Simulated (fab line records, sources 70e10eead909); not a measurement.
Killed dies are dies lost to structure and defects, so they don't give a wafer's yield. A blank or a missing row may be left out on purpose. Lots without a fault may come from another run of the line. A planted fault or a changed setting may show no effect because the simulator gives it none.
fab line records | flow nand_harc
record lots=7 wafers=21 last_day=23
route steps=1159 shown P_START@1 P_ZERO_WELL@2
lots that met no fault: from a run of the same line without faults
start_h: hours from the record's first day to the start of the lot's first wafer shown | wait_h: hours since the lot's step before | " the same as in the row above | L1.1+2: a row that stands for several wafers | - no value, or no start given | * or withheld: withheld | < > ~ a bound
route shown NAME@n: a module of which the file shows steps, and the number in the route of the first | usual: mean/standard deviation of fault-free wafers | same: alike in all rows | chamber/n: place in a boat | sites: the reading at each site | _std_site: their standard deviation | _edge_site: outer sites' mean less inner sites' | radius_mm: how far each site lies from the wafer's centre | mask NAME#n: copy n | behind: the tool/chamber that last shaped the wafer | hold: why the lot was held/for how many hours/how that ended | device: the transistor (n, p or np) that didn't switch | end of line: the same wafers' tests at the end of the route | a step without rows: its recipe alone | killed: dies lost to structure and defects at the first sort, not the wafer's yield | map: a wafer's dies, x killed, . not, _ none there
set.NAME: the setting as run; set.NAME@STEP: as run at that earlier step | model.NAME: the simulator's own value behind a step, which no gauge read
lots at some steps of the route; a table a step, a row a wafer
services: from which hour (start_h, from the record's first day; less than 0 if before it) a tool's chamber was out of use, for how many hours, and why
## steps
# step NHARC_P_START_INSPECT_01
# usual raw_defect_count=3.4/1.7
# columns lot.wafer tool chamber start_h wait_h raw_defect_count
L937.2 defect_inspect-01 - 24.04 - 4
L937.4 " - " " 4
L937.5 " - " " 5
L938.1 defect_inspect-02 - 30.04 - 2
L938.2 " - " " 4
L938.5 " - " " 4
L939.1 defect_inspect-02 - 36.04 - 5
L939.4 " - " " 10
L939.5 " - " " 1
L947.4 defect_inspect-02 - 84.04 - 3
L947.5 " - " " 4
L947.6 " - " " 4
L951.3 defect_inspect-01 - 108.04 - 4
L951.4 " - " " 3
L951.6 " - " " 4
L954.1 defect_inspect-02 - 126.03 - 5
L954.3 " - " " 0
L954.4 " - " " 6
L955.1 defect_inspect-01 - 132.04 - 3
L955.2 " - " " 1
L955.3 " - " " 2
# step NHARC_P_ZERO_WELL_PRECLEAN_00
# recipe time_s=600 temp_c=120 chemistry=SPM
# step NHARC_P_ZERO_WELL_SRD_01
# step NHARC_P_ZERO_WELL_PECVD_02
# recipe target_thk_a=100 temp_c=400 pressure_torr=6.5 rf_w=withheld teos_flow_sccm=withheld flow_sccm=2650 target_thk_nm=10 gas=O2 material=SiO2
# step NHARC_P_ZERO_WELL_DEHYDRATE_03
# recipe temp_c=150 time_s=120
# step NHARC_P_ZERO_WELL_HMDS_04
# recipe time_s=30
# step NHARC_P_ZERO_WELL_COAT_64
# recipe temp_c=200 time_s=65
# step NHARC_P_ZERO_WELL_COAT_05
# recipe spin_rpm=2000 resist_thk_nm=600
# step NHARC_P_ZERO_WELL_SOFTBAKE_06
# recipe temp_c=125 time_s=70
# step NHARC_P_ZERO_WELL_EBR_07
# step NHARC_P_ZERO_WELL_EXPOSE_08
# recipe na=0.55 target_cd_nm=500 dose_mj=33.8 mask_id=P_ZERO
# step NHARC_P_ZERO_WELL_PEB_09
# recipe peb_temp_c=128 peb_time_s=80
# step NHARC_P_ZERO_WELL_DEVELOP_10
# recipe time_s=50 dev_temp_c=22
# usual chill_plate_temp_C=23.00/0.11 developer_temp_C=22.00/0.1
# columns lot.wafer tool chamber start_h wait_h chill_plate_temp_C developer_temp_C
L937.2 litho_track-03 - 25 - - -
L937.4 " - " " - -
L937.5 " - " " - -
L938.1 litho_track-07 - 31 - - -
L938.2 " - " " - -
L938.5 " - " " - -
L939.1 litho_track-07 - 37 - - -
L939.4 " - " " - -
L939.5 " - " " - -
L947.4 litho_track-07 0 85 - 22.85 21.95
L947.5 " 0 " " 22.98 22.07
L947.6 " 0 " " 22.99 22.22
L951.3 litho_track-02 0 109 - 23.12 21.90
L951.4 " 0 " " 23.03 21.86
L951.6 " 0 " " 23.06 21.94
L954.1 litho_track-07 0 127 - 23.00 21.98
L954.3 " 0 " " 22.94 21.92
L954.4 " 0 " " 23.03 22.04
L955.1 litho_track-07 0 133 - 23.03 22.06
L955.2 " 0 " " 23.25 22.26
L955.3 " 0 " " 23.16 22.12
## services
# columns tool chamber start_h hours kind
litho_track-07 - 14.00 7.0 pm
litho_track-03 - 38.00 7.0 pm
## key
first_sign step=NHARC_P_ZERO_WELL_DEVELOP_10 reading=tool_record direction=missing
effect none on later readings
met_at NHARC_P_ZERO_WELL_DEVELOP_10
struck_wafers L937.2,L937.4,L937.5,L938.1,L938.2,L938.5,L939.1,L939.4,L939.5
later_rows_left_out L937.2,L937.4,L937.5,L938.1,L938.2,L938.5,L939.1,L939.4,L939.5
sort_left_out L937.2,L937.4,L937.5,L938.1,L938.2,L938.5,L939.1,L939.4,L939.5
tester_left_out L937,L938,L939
fault kind=skipped_step_whole tool=litho_track-03,litho_track-07 chamber=- onset_h=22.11 steps=NHARC_P_ZERO_WELL_DEVELOP_10 scope=struck_lots_only
# tester_left_out: of these lots the tester's yield and bins aren't shown, on N5 and GAA mostly nor the transistor test; their killed dies are dies lost to structure and defects alone, not to doping, threshold or leakage, so they don't give the yield
# sort_left_out: the simulated sort isn't trusted on such a fault, so these wafers' sort isn't shown, and their yield isn't known
# later_rows_left_out: the simulator's readings of these wafers behind a module that went badly wrong aren't trusted and aren't shown, but for the sort
